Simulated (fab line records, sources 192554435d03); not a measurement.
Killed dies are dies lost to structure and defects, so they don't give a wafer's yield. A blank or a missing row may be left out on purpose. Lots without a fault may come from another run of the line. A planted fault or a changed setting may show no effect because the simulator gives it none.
Split-lot experiment | flow n5_finfet | 7 lots, 39 wafers read, on a route of 1938 steps

THE SPLIT
At N5_BEOL_M9_ILD_DEP_00 (deposits SiCOH lowk from DEMS/porogen, target thk 308.51 nm, time 58 s), the setting target_thk_a was moved away from the recipe's 3085.1 angstrom on 12 of the 39 wafers read, by -52.6% to +29.7%. The other wafers ran this setting at the recipe's value.

FROM THE SPLIT TO THE READING: what the file shows between them, 1 step
- N5_BEOL_M9_CURE_71: cures SiCOH lowk, time 240 s

THE READING
M9_ILD_THK, in nm, at N5_BEOL_M9_THK_MEAS_01. Fault-free wafers of this fab line usually give 267 nm, standard deviation 4.1 nm.

wafer  | tool, chamber at the split | target_thk_a as run, angstrom | against the recipe | M9_ILD_THK, nm | against lot-mates on the recipe
L076.2 | pecvd-02, 0                | 3085.1                        | recipe             | 268            | -
L076.5 | pecvd-02, 0                | 3085.1                        | recipe             | 271            | -
L076.6 | pecvd-02, 1                | 3085.1                        | recipe             | 266            | -
L080.1 | pecvd-03, 1                | 3085.1                        | recipe             | 265            | -
L080.2 | pecvd-03, 2                | 3085.1                        | recipe             | 266            | -
L080.3 | pecvd-03, 0                | 4000                          | +29.7%             | 346            | +78
L080.4 | pecvd-03, 1                | 4000                          | +29.7%             | 351            | +83
L080.5 | pecvd-03, 2                | 4000                          | +29.7%             | 351            | +83
L080.6 | pecvd-03, 0                | 3085.1                        | recipe             | 272            | -
L084.1 | pecvd-02, 0                | 3085.1                        | recipe             | 268            | -
L084.2 | pecvd-02, 1                | 3085.1                        | recipe             | 266            | -
L084.3 | pecvd-02, 2                | 3085.1                        | recipe             | 275            | -
L084.4 | pecvd-02, 1                | 3085.1                        | recipe             | 271            | -
L084.5 | pecvd-02, 2                | 3085.1                        | recipe             | 275            | -
L084.6 | pecvd-02, 0                | 3085.1                        | recipe             | 270            | -
L083.1 | pecvd-03, 2                | 3085.1                        | recipe             | 259            | -
L083.2 | pecvd-03, 0                | 2414                          | -21.8%             | 207            | -57
L083.3 | pecvd-03, 1                | 2414                          | -21.8%             | 205            | -59
L083.4 | pecvd-03, 1                | 3085.1                        | recipe             | 265            | -
L083.5 | pecvd-03, 2                | 3085.1                        | recipe             | 267            | -
L083.6 | pecvd-03, 0                | 2414                          | -21.8%             | 210            | -54
L085.1 | pecvd-04, 0                | 1463                          | -52.6%             | 124            | -140
L085.2 | pecvd-04, 2                | 3085.1                        | recipe             | 264            | -
L085.3 | pecvd-04, 1                | 3085.1                        | recipe             | 262            | -
L085.4 | pecvd-04, 2                | 3085.1                        | recipe             | 266            | -
L085.5 | pecvd-04, 1                | 1463                          | -52.6%             | 125            | -139
L085.6 | pecvd-04, 0                | 1463                          | -52.6%             | 126            | -138
L088.1 | pecvd-03, 2                | 3808                          | +23.4%             | 331            | +61
L088.2 | pecvd-03, 1                | 3808                          | +23.4%             | 326            | +56
L088.3 | pecvd-03, 0                | 3085.1                        | recipe             | 269            | -
L088.4 | pecvd-03, 1                | 3085.1                        | recipe             | 270            | -
L088.5 | pecvd-03, 2                | 3808                          | +23.4%             | 336            | +66
L088.6 | pecvd-03, 0                | 3085.1                        | recipe             | 272            | -
L089.1 | pecvd-02, 0                | 3085.1                        | recipe             | 265            | -
L089.2 | pecvd-02, 2                | 3085.1                        | recipe             | 268            | -
L089.3 | pecvd-02, 1                | 3085.1                        | recipe             | 262            | -
L089.4 | pecvd-02, 2                | 3085.1                        | recipe             | 269            | -
L089.5 | pecvd-02, 0                | 3085.1                        | recipe             | 269            | -
L089.6 | pecvd-02, 1                | 3085.1                        | recipe             | 266            | -

THE FIT
A straight line over all 39 wafers: M9_ILD_THK changes by +2.73 nm for each +1% of target_thk_a; r = +1.00; the points scatter about the line by 3.5 nm.
The same after taking each lot's own level away (the mean of its wafers on the recipe; 39 wafers): +2.65 nm for each +1%; r = +1.00; scatter 2.9 nm.
On that fit, the largest move of target_thk_a shifts the reading by 1.4e+02 nm.
The lots' own levels span 263.7 to 270.8 nm, that is 1.7 times the standard deviation above.
So the lot-to-lot level changes the slope little: the two slopes agree.
Check: with one of the wafers moved furthest among these (-52.6%) left out of the fit, the line predicts -139 nm for it against its lot-mates. It came out at -140 nm against them.

THE WHOLE CHAIN: every reading that the file lists as answering this split, in the file's order
step                   | what it does                                                           | reading                                                                                  | change (the file's fit)              | r (the file's)
N5_BEOL_M9_ILD_DEP_00  | deposits SiCOH lowk from DEMS/porogen, target thk 308.51 nm, time 58 s | SiCOH_lowk_of_BEOL_M9_ILD_DEP_00.thk_nm (the simulator's own value, which no gauge read) | +3.01 nm for each +1% of the setting | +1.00
N5_BEOL_M9_CURE_71     | cures SiCOH lowk, time 240 s                                           | SiCOH_lowk_of_BEOL_M9_ILD_DEP_00.thk_nm (the simulator's own value, which no gauge read) | +2.65 nm for each +1% of the setting | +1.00
N5_BEOL_M9_THK_MEAS_01 |                                                                        | M9_ILD_THK                                                                               | +2.65 for each +1% of the setting    | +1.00

THE FILE'S OWN FIT
M9_ILD_THK changes by +2.65 nm for each +1% of target_thk_a, r = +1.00.
